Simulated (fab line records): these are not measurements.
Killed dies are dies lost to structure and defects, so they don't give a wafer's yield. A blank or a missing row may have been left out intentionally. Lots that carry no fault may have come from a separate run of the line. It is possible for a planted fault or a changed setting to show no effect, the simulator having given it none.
Chamber matching -- flow n5_finfet -- 4 sister chambers for N5_FIN_SAQP_SPACER2_ETCHBACK_29 on rie_diel-01
The step etches SiO2 in CHF3/O2, target depth 12.2 nm, time 6.1 s. 7 wafers are shown with their chamber, then 9 later ones without.

WAFERS WITH THEIR CHAMBER
wafer,chamber,throttle_valve_pct (%),drypump_motor_current_A (A)
L074.6,3,18.84,5.3
L084.6,1,18.78,5.2
L086.1,2,19.14,5.0
L086.6,0,18.68,6.3
L087.1,0,18.71,6.4
L087.3,1,18.79,5.3
L087.6,2,19.14,4.9

WAFERS WITH NO CHAMBER GIVEN
wafer,throttle_valve_pct (%),drypump_motor_current_A (A)
L094.1,18.91,5.3
L094.2,19.17,5.0
L094.5,18.83,5.2
L095.2,18.81,5.2
L095.3,18.74,6.4
L095.4,18.93,5.3
L096.2,18.92,5.3
L096.3,18.82,5.2
L096.4,18.73,6.3

CHAMBER TAKEN BY EACH
wafer,from the rows above,in truth
L094.1,3,3
L094.2,2,2
L094.5,can't be placed: 3 or 1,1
L095.2,can't be placed: 1 or 3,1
L095.3,0,0
L095.4,3,3
L096.2,3,3
L096.3,can't be placed: 3 or 1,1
L096.4,0,0
Correct placement for 6 of the 9. Unplaceable from these rows: 3, with the true chamber sitting among the candidates in 3. Number placed wrongly: 0.
How it was worked out, from the rows above alone: a wafer's distance from a chamber is the root of the sum, over the readings, of the square of ((its reading less the chamber's mean) divided by the reading's scatter). If the next closest chamber is less than 2 further off than the closest, the wafer can't be placed; otherwise it belongs to the closest. Each chamber's mean is taken over the wafers shown for it. The scatter: the root of (the sum of the squares of (reading less its chamber's mean) over the shown wafers, divided by (wafers less chambers)).
